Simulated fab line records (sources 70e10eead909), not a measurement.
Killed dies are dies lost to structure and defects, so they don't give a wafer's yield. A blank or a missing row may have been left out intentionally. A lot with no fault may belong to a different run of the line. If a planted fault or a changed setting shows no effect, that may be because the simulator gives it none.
Matching of chambers || flow nand_harc || NHARC_A_CHANNEL_FILL_D2_STRIP_28 on rie_diel-10 has 4 sister chambers
The step strips in O2, time 20 s. 16 wafers are shown with their chamber, then 8 later ones without.

## WAFERS PAIRED WITH THEIR CHAMBERS
{"wafer": "L076.1", "chamber": 1, "drypump_motor_current_A (A)": 5.9, "rf_vpp_V (V)": 58.0, "throttle_valve_pct (%)": 17.035}
{"wafer": "L076.2", "chamber": 2, "drypump_motor_current_A (A)": 5.8, "rf_vpp_V (V)": 58.9, "throttle_valve_pct (%)": 17.028}
{"wafer": "L076.6", "chamber": 0, "drypump_motor_current_A (A)": 6.1, "rf_vpp_V (V)": 57.5, "throttle_valve_pct (%)": 17.044}
{"wafer": "L078.2", "chamber": 1, "drypump_motor_current_A (A)": 6.0, "rf_vpp_V (V)": 58.0, "throttle_valve_pct (%)": 17.033}
{"wafer": "L078.3", "chamber": 3, "drypump_motor_current_A (A)": 6.0, "rf_vpp_V (V)": 57.5, "throttle_valve_pct (%)": 17.054}
{"wafer": "L078.6", "chamber": 1, "drypump_motor_current_A (A)": 5.9, "rf_vpp_V (V)": 58.1, "throttle_valve_pct (%)": 17.031}
{"wafer": "L075.1", "chamber": 1, "drypump_motor_current_A (A)": 6.0, "rf_vpp_V (V)": 58.5, "throttle_valve_pct (%)": 17.038}
{"wafer": "L075.2", "chamber": 3, "drypump_motor_current_A (A)": 6.0, "rf_vpp_V (V)": 57.6, "throttle_valve_pct (%)": 17.032}
{"wafer": "L075.3", "chamber": 0, "drypump_motor_current_A (A)": 6.1, "rf_vpp_V (V)": 59.1, "throttle_valve_pct (%)": 17.022}
{"wafer": "L084.1", "chamber": 2, "drypump_motor_current_A (A)": 5.8, "rf_vpp_V (V)": 57.6, "throttle_valve_pct (%)": 17.030}
{"wafer": "L084.2", "chamber": 0, "drypump_motor_current_A (A)": 6.0, "rf_vpp_V (V)": 58.3, "throttle_valve_pct (%)": 17.027}
{"wafer": "L084.6", "chamber": 2, "drypump_motor_current_A (A)": 5.8, "rf_vpp_V (V)": 59.0, "throttle_valve_pct (%)": 17.043}
{"wafer": "L085.1", "chamber": 2, "drypump_motor_current_A (A)": 5.8, "rf_vpp_V (V)": 60.1, "throttle_valve_pct (%)": 17.039}
{"wafer": "L085.3", "chamber": 0, "drypump_motor_current_A (A)": 6.1, "rf_vpp_V (V)": 57.7, "throttle_valve_pct (%)": 17.053}
{"wafer": "L085.6", "chamber": 1, "drypump_motor_current_A (A)": 5.9, "rf_vpp_V (V)": 57.9, "throttle_valve_pct (%)": 17.045}
{"wafer": "L087.1", "chamber": 0, "drypump_motor_current_A (A)": 6.0, "rf_vpp_V (V)": 57.7, "throttle_valve_pct (%)": 17.043}

SIGNATURES, as means of the wafers listed above
{"reading": "drypump_motor_current_A", "chamber 0": 6.060, "chamber 1": 5.940, "chamber 2": 5.800, "chamber 3": 6.000, "scatter within a chamber": 0.0447}
{"reading": "rf_vpp_V", "chamber 0": 58.060, "chamber 1": 58.100, "chamber 2": 58.900, "chamber 3": 57.550, "scatter within a chamber": 0.65}
{"reading": "throttle_valve_pct", "chamber 0": 17.03780, "chamber 1": 17.03640, "chamber 2": 17.03500, "chamber 3": 17.04300, "scatter within a chamber": 0.00991}
Rule: a wafer lies at a distance from a chamber equal to the root of the sum of squares, over the readings, of (its reading less the chamber's mean, divided by the reading's scatter). If the next closest chamber is less than 2 further off than the closest, the wafer can't be placed; otherwise it belongs to the closest. How the scatter is found: for the shown wafers, subtract from each reading the mean of its chamber, square and add these, divide the total by (wafers less chambers), then take the root.

## WAFERS MISSING THEIR CHAMBER
{"wafer": "L087.4", "drypump_motor_current_A (A)": 5.7, "rf_vpp_V (V)": 58.1, "throttle_valve_pct (%)": 17.038}
{"wafer": "L087.6", "drypump_motor_current_A (A)": 5.9, "rf_vpp_V (V)": 59.7, "throttle_valve_pct (%)": 17.040}
{"wafer": "L091.2", "drypump_motor_current_A (A)": 6.0, "rf_vpp_V (V)": 57.7, "throttle_valve_pct (%)": 17.031}
{"wafer": "L091.4", "drypump_motor_current_A (A)": 5.9, "rf_vpp_V (V)": 58.7, "throttle_valve_pct (%)": 17.036}
{"wafer": "L091.6", "drypump_motor_current_A (A)": 5.9, "rf_vpp_V (V)": 56.9, "throttle_valve_pct (%)": 17.033}
{"wafer": "L097.1", "drypump_motor_current_A (A)": 6.0, "rf_vpp_V (V)": 59.8, "throttle_valve_pct (%)": 17.041}
{"wafer": "L097.3", "drypump_motor_current_A (A)": 6.0, "rf_vpp_V (V)": 57.0, "throttle_valve_pct (%)": 17.031}
{"wafer": "L097.6", "drypump_motor_current_A (A)": 6.0, "rf_vpp_V (V)": 57.4, "throttle_valve_pct (%)": 17.032}

## WHICH CHAMBER EACH WENT THROUGH
{"wafer": "L087.4", "from the rows above": 2, "in truth": 2}
{"wafer": "L087.6", "from the rows above": "can't be placed: 2 or 1 or 3 or 0", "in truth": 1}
{"wafer": "L091.2", "from the rows above": "can't be placed: 3 or 1 or 0", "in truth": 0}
{"wafer": "L091.4", "from the rows above": "can't be placed: 1 or 2 or 3", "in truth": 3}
{"wafer": "L091.6", "from the rows above": "can't be placed: 1 or 3 or 2 or 0", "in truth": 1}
{"wafer": "L097.1", "from the rows above": "can't be placed: 1 or 0 or 3 or 2", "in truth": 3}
{"wafer": "L097.3", "from the rows above": "can't be placed: 3 or 0 or 1", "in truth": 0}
{"wafer": "L097.6", "from the rows above": "can't be placed: 3 or 1 or 0", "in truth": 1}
1 of 8 placed correctly. Cannot be placed on the basis of these rows: 7; the candidates contain the true chamber in 7. Number placed wrongly: 0.
